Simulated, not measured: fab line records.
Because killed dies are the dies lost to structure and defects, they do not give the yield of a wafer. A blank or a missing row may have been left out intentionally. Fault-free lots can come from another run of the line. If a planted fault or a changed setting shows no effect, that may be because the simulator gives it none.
Lot-split experiment    flow n5Finfet    21 wafers read across 7 lots, on a route 1938 steps long

== ABOUT THE SPLIT ==
At N5_DUMMY_GATE_COAT_09 (resist thk 30 nm), the setting spinRpm was moved away from the recipe's 1500 rpm on 6 of the 21 wafers read, by -10.1% to +5.3%. This setting was run at the recipe's value on the other wafers.

== FROM THE SPLIT TO THE READING: what the file shows between them, 4 steps ==
- N5_DUMMY_GATE_EBR_11
- N5_DUMMY_GATE_SOFTBAKE_10: time 60 s
- N5_DUMMY_GATE_EXPOSE_12: exposes mask GATE, target cd 25 nm
- N5_DUMMY_GATE_PEB_13: peb time 60 s

== THE READING ==
CAR-EUV_of_DUMMY_GATE_COAT_09.thkNm (the simulator's own value, which no gauge read), in nm, at N5_DUMMY_GATE_DEVELOP_14 (develop time 30 s). No usual value for it is given in the file. Here, 15 wafers ran the recipe; their average is 29.5 nm with a standard deviation of 0.1 nm.

wafer   tool, chamber at the split  spinRpm as run, rpm  against the recipe  CAR-EUV_of_DUMMY_GATE_COAT_09.thkNm, nm  against lot-mates on the recipe
L074.2  lithoTrack-04, 0            1500                 recipe              29.6                                     -
L074.3  lithoTrack-04, 0            1414                 -5.7%               30.4                                     +0.8
L074.5  lithoTrack-04, 0            1414                 -5.7%               30.4                                     +0.8
L080.2  lithoTrack-04, 0            1500                 recipe              29.6                                     -
L080.5  lithoTrack-04, 0            1349                 -10.1%              31                                       +1.4
L080.6  lithoTrack-04, 0            1349                 -10.1%              31.2                                     +1.6
L082.1  lithoTrack-01, 0            1500                 recipe              29.6                                     -
L082.2  lithoTrack-01, 0            1500                 recipe              29.6                                     -
L082.5  lithoTrack-01, 0            1500                 recipe              29.6                                     -
L084.1  lithoTrack-02, 0            1580                 +5.3%               28.8                                     -0.8
L084.2  lithoTrack-02, 0            1500                 recipe              29.6                                     -
L084.3  lithoTrack-02, 0            1500                 recipe              29.6                                     -
L087.1  lithoTrack-04, 0            1500                 recipe              29.4                                     -
L087.3  lithoTrack-04, 0            1500                 recipe              29.6                                     -
L087.6  lithoTrack-04, 0            1559                 +3.9%               29                                       -0.5
L089.1  lithoTrack-02, 0            1500                 recipe              29.4                                     -
L089.4  lithoTrack-02, 0            1500                 recipe              29.4                                     -
L089.6  lithoTrack-02, 0            1500                 recipe              29.4                                     -
L092.1  lithoTrack-01, 0            1500                 recipe              29.4                                     -
L092.2  lithoTrack-01, 0            1500                 recipe              29.4                                     -
L092.4  lithoTrack-01, 0            1500                 recipe              29.4                                     -

FIT RESULTS
A straight line over all 21 wafers: CAR-EUV_of_DUMMY_GATE_COAT_09.thkNm changes by -0.153 nm for each +1% of spinRpm; r = -0.99; the points scatter about the line by 0.1 nm.
The same after taking each lot's own level away (the mean of its wafers on the recipe; 21 wafers): -0.146 nm for each +1%; r = -1.00; scatter 0.052 nm.
The reading moves by 1.5 nm for the largest change in spinRpm, on that fit.
The lots' own levels span 29.40 to 29.60 nm, that is 2.0 times the standard deviation above.
So the lot-to-lot level changes the slope little: the two slopes agree.
Check: for one of the wafers moved furthest among these (-10.1%), held out of the fit, the line's prediction against its lot-mates is +1.5 nm. Against them it came out at +1.4 nm.

== OTHER SPLITS APPLIED TO THESE WAFERS ==
Other splits were also applied to these wafers ahead of the reading. Each is held against what the fit with the lots' levels taken away leaves over:
other split on the same wafers       wafers away from the commonest value  r with CAR-EUV_of_DUMMY_GATE_COAT_09.thkNm (lot level and that fit taken away)
N5_ZERO_LAYER_PECVD_02 timeS         6                                     -0.22
N5_WELL_APT_EXPOSE_05 doseMj         8                                     -0.18
N5_WELL_APT_DEVELOP_07 developTimeS  4                                     -0.03

== THE WHOLE CHAIN: every reading that the file lists as answering this split, in the file's order ==
step                      what it does       reading                                                                               change (the file's fit)                r (the file's)
N5_DUMMY_GATE_COAT_09     resist thk 30 nm   CAR-EUV_of_DUMMY_GATE_COAT_09.thkNm (the simulator's own value, which no gauge read)  -0.159 nm for each +1% of the setting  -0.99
N5_DUMMY_GATE_DEVELOP_14  develop time 30 s  CAR-EUV_of_DUMMY_GATE_COAT_09.thkNm (the simulator's own value, which no gauge read)  -0.146 nm for each +1% of the setting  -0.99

== FILE'S OWN FIT ==
CAR-EUV_of_DUMMY_GATE_COAT_09.thkNm changes by -0.146 nm for each +1% of spinRpm, r = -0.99.
